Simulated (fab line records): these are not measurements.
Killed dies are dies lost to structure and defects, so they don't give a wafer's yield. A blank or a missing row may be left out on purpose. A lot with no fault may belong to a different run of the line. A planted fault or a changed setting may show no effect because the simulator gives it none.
A lot that was struck, set against a sound lot -- flow n5-finfet -- 15 out of 1938 route steps
Sound: the wafers L854.1, L854.3, L854.4. Struck: wafer L861.4. (L861.3 of the same lot was not struck and is left out.) The cause comes at the end.
At each step with rows: each side's tool, then ch and its chambers, then its first start. Under that, the readings that differ: sound wafers -- struck wafers -- difference of the means -- sigmas: that difference in standard deviations of wafers without a fault.
alike: words and numbers the same on both sides, and readings whose means are apart by under 2 such deviations; not compared: readings that were withheld, readings missing a value for some wafer, numbers with overlapping values and no deviation given by the record, and bounds like >300 which may hide the same value.
Wherever a step has rows on one side only, a row that says differs or no value, or a row with sigmas, the two part there. When numbers do not overlap yet have no deviation, they are printed without sigmas and do not part them. A reading that every wafer of one side lacks parts them only if that side has two wafers or more.

N5_BEOL_M9_TRENCH_ETCH_37: etches SiCOH lowk in C4F6/O2, target depth 151.43 nm, time 49 s.
  sound on rie-diel-02 ch 1,2,3; struck on rie-diel-03 ch 2
reading,sound,struck,difference,sigmas
drypump-motor-current-A (A),4.9 5.6 6.1,6.5,+1.0,+2
  alike: oes-product-au, rf-vpp-V, showerhead-plenum-p-Torr, throttle-valve-pct
  not compared: rf-hours-counter-h
N5_BEOL_M9_ETCH_41: etches SiCN in CH3F/O2, target depth 36.6 nm, time 70.1 s.
  sound on rie-diel-02 ch 1,2,3; struck on rie-diel-03 ch 2
  alike: CH3F_flow_sccm, drypump-motor-current-A, oes-product-au, rf-vpp-V, showerhead-plenum-p-Torr, throttle-valve-pct
  not compared: rf-hours-counter-h
N5_BEOL_M9_STRIP_80: strips in N2/H2, time 10 s.
  sound on rie-diel-02 ch 1,2,3; struck on rie-diel-03 ch 2
reading,sound,struck,difference,sigmas
drypump-motor-current-A (A),4.9 5.6 6.1,6.5,+1.0,+2
  alike: h2-flow-sccm, oes-product-au, rf-vpp-V, showerhead-plenum-p-Torr, throttle-valve-pct
  not compared: rf-hours-counter-h
N5_BEOL_M9_OCD_MEAS_38:
  struck on ocd-02, day 12 10:08; sound on ocd-01, day 11 00:34
  alike: trench-depth-nm
then, 4 steps without rows for these wafers: N5_BEOL_M9_HM_STRIP_39 (strips TiN in peroxide tin strip, target depth 25 nm, time 158 s); N5_BEOL_M9_SRD_40 (time 30 s); N5_BEOL_M9_PRECLEAN_42 (cleans in residue remover, time 60 s); N5_BEOL_M9_SRD_43 (time 30 s).
N5_BEOL_M9_CD_MEAS_35: target cd 70 nm, target cd y 40 nm.
  struck on cd-sem-02, day 12 10:18; sound on cd-sem-02, day 11 00:44
  alike: cd-nm
then, 2 steps without rows for these wafers: N5_BEOL_M9_CURE_72 (cures SiCOH lowk, time 120 s); N5_BEOL_M9_DEGAS_44 (time 60 s).
N5_BEOL_M9_PRE_CLEAN_45: time 30 s.
  struck on pvd-sputter-03, day 12 10:47; sound on pvd-sputter-03, day 11 01:25
  alike: heater-power-w, susceptor-temp-C
N5_BEOL_M9_ALD_74: deposits TaN, target thk 2 nm, pulse time 2 s, purge time 3 s.
  sound on ald-metal-02 ch 1,2,3, day 11 01:28; struck on ald-metal-02 ch 0, day 12 10:56
reading,sound,struck,difference,sigmas
ald-cycles,40 40 40,39,-1,
  alike: heater-power-outer-w, heater-power-w, precursor-vessel-temp-c
  not compared: susceptor-temp-C
N5_BEOL_M9_SURFACE_TREAT_79:
  struck on pvd-sputter-03, day 12 11:38; sound on pvd-sputter-03, day 11 03:17
  not compared: throttle-valve-pct
-- a jump in the record: the struck wafers' starts before and after are 3 days apart (it breaks off in module BEOL_M9 and resumes in module PASSIVATION, where the first step shown is number 1936 of the route) --
N5_PASSIVATION_PROBE_49:
  struck on prober-01, day 15 03:55; sound on prober-02, day 14 05:35
reading,sound,struck,difference,sigmas
killed-at-other,5 4 8,12,+6,+2
  alike: defect-limited-yield, killed_at_M0_to_M3, killed_at_M4_up, killed-at-contacts, killed-at-front-end, killed-dies, killed-open, killed-short, sort_bin_5_function, sort_bin_6_memory, sort-n-pass, sort-yield-pct

== WHERE THEY PART ==
Last at N5_PASSIVATION_PROBE_49 as far as this record goes, first at N5_BEOL_M9_TRENCH_ETCH_37.

WHY: what had been put in by the simulator
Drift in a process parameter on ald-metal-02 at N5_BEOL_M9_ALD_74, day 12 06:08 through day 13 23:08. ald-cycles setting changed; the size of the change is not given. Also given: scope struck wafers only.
